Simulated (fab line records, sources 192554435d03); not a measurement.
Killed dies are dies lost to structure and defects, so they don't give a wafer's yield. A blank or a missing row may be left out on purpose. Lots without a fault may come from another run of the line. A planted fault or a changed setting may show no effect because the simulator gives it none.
A struck lot beside a sound one | flow n5_finfet | 16 steps out of a route of 1938
Sound: wafers L272.1, L272.3, L272.4. Struck: wafer L276.4. (L276.2 of the same lot was not struck and is left out.) The cause comes at the end.
At each step with rows: each side's tool, then ch and its chambers, then its first start. Under that, the readings that differ: sound wafers | struck wafers | difference of the means | sigmas: that difference in standard deviations of wafers without a fault.
alike: readings whose means differ by less than 2 such deviations, and words and numbers that are the same on both sides. not compared: withheld readings, readings that some wafer has no value for, bounds like >300 that may hide the same value, and numbers for which the record gives no deviation and whose values overlap.
The two part at a step that has a row with sigmas, a row that says differs or no value, or rows on one side only. Numbers that don't overlap but have no deviation are shown without sigmas and don't part them. A reading that every wafer of one side lacks parts them only if that side has two wafers or more.

first, 2 steps without rows for these wafers: N5_BEOL_M2_PEB_09 (peb time 60 s); N5_BEOL_M2_DEVELOP_10 (develop time 30 s).
N5_BEOL_M2_CD_MEAS_11: target cd 16.79 nm.
  sound on cd_sem-03 ch 0, day 7 18:05; struck on cd_sem-01 ch 0, day 8 15:25
  alike: cd_nm
N5_BEOL_M2_OVL_MEAS_12:
  sound on overlay-01 ch 0, day 7 18:07; struck on overlay-01 ch 0, day 8 15:26
  alike: M2_OVL
N5_BEOL_M2_INSPECT_13: inspects for defects (brightfield).
  sound on defect_inspect-01, day 7 18:11; struck on defect_inspect-02, day 8 15:30
  alike: raw_defect_count
N5_BEOL_M2_DESCUM_16: chemistry O2, time 7 s.
  sound on rie_diel-03 ch 0,2,3, day 7 18:13; struck on rie_diel-03 ch 3, day 8 15:44
  alike: drypump_motor_current_A, oes_product_au, rf_vpp_V, showerhead_plenum_p_Torr, throttle_valve_pct
  not compared: rf_hours_counter_h
N5_BEOL_M2_ETCH_74: etches underlayer in N2/H2, target depth 6.5 nm, time 5.2 s.
  sound on rie_diel-03 ch 0,2,3, day 7 18:15; struck on rie_diel-03 ch 3, day 8 15:46
  alike: drypump_motor_current_A, etch_rf_on_time_s, h2_flow_sccm, n2_flow_sccm, oes_product_au, rf_vpp_V, showerhead_plenum_p_Torr, throttle_valve_pct
  not compared: rf_hours_counter_h
N5_BEOL_M2_ETCH_63: etches SiARC in CF4, target depth 15.6 nm, time 26 s.
  sound on rie_diel-03 ch 0,2,3, day 7 18:16; struck on rie_diel-03 ch 3, day 8 15:47
  alike: drypump_motor_current_A, etch_rf_on_time_s, oes_product_au, rf_vpp_V, showerhead_plenum_p_Torr, throttle_valve_pct
  not compared: rf_hours_counter_h
then, 3 steps without rows for these wafers: N5_BEOL_M2_ETCH_64 (etches SOC in N2/H2, target depth 75 nm, overetch 22.5 nm, time 121.9 s); N5_BEOL_M2_STRIP_65 (strips in N2/H2); N5_BEOL_M2_STRIP_75 (strips in N2/H2).
N5_BEOL_M2_STRIP_66: strips in CF4.
  sound on rie_diel-03 ch 0,2,3, day 7 18:26; struck on rie_diel-03 ch 3, day 8 15:56
  alike: drypump_motor_current_A, oes_product_au, rf_vpp_V, showerhead_plenum_p_Torr, throttle_valve_pct
  not compared: rf_hours_counter_h
N5_BEOL_M2_HM_OPEN_17: chemistry Cl2/BCl3, target TiN, target depth 20 nm, overetch 6 nm.
  sound on rie_metal-01 ch 0,1, day 7 18:28; struck on rie_metal-01 ch 0, day 8 15:59
  reading                                  | sound      | struck | difference | sigmas
  model.SOC_of_BEOL_M2_COAT_61.thk_nm (nm) | 52 52 51.8 | 54     | +2         |
  alike: drypump_motor_current_A, oes_product_au, throttle_valve_pct
  not compared: rf_hours_counter_h
N5_BEOL_M2_STRIP_19: strips in O2.
  sound on rie_diel-06 ch 1,2,3, day 7 18:35; struck on rie_diel-03 ch 2, day 8 16:05
  reading                         | sound          | struck | difference | sigmas
  showerhead_plenum_p_Torr (Torr) | 2.16 2.04 2.04 | 2.23   | +0.15      | +2
  alike: drypump_motor_current_A, oes_product_au, rf_vpp_V, throttle_valve_pct
  not compared: rf_hours_counter_h
-- the record jumps here: 3 days lie between the struck wafers' starts before and after (it left off in module BEOL_M2 and takes up again in module BEOL_M4, whose first step shown is number 1111 of the route) --
N5_BEOL_M4_RC_MEAS_101:
  sound on prober-02 ch 0, day 9 16:59; struck on prober-01 ch 0, day 11 04:07
  reading        | sound             | struck | difference | sigmas
  IOFF_N (nA/um) | 0.234 0.235 0.209 | 0.130  | -0.096     | -3
  IOFF_P (nA/um) | 0.29 0.27 0.25    | 0.16   | -0.11      | -3
  ION_N (uA/um)  | 694 696 691       | 657    | -37        | -3
  ION_P (uA/um)  | 471 471 466       | 441    | -28        | -3
  VT_N (mV)      | 244 241 244       | 257    | +14        | +4
  VT_P (mV)      | -245 -244 -244    | -258   | -14        | -4
  alike: DIBL_N, DIBL_P, SS_N, SS_P
N5_PASSIVATION_PROBE_49:
  the record has rows for the sound wafers here (prober-02, day 14 05:51) and none for the struck ones

WHERE THEY PART
First at N5_BEOL_M2_STRIP_19; last, within this record, at N5_PASSIVATION_PROBE_49.

WHY: what the simulator had put in
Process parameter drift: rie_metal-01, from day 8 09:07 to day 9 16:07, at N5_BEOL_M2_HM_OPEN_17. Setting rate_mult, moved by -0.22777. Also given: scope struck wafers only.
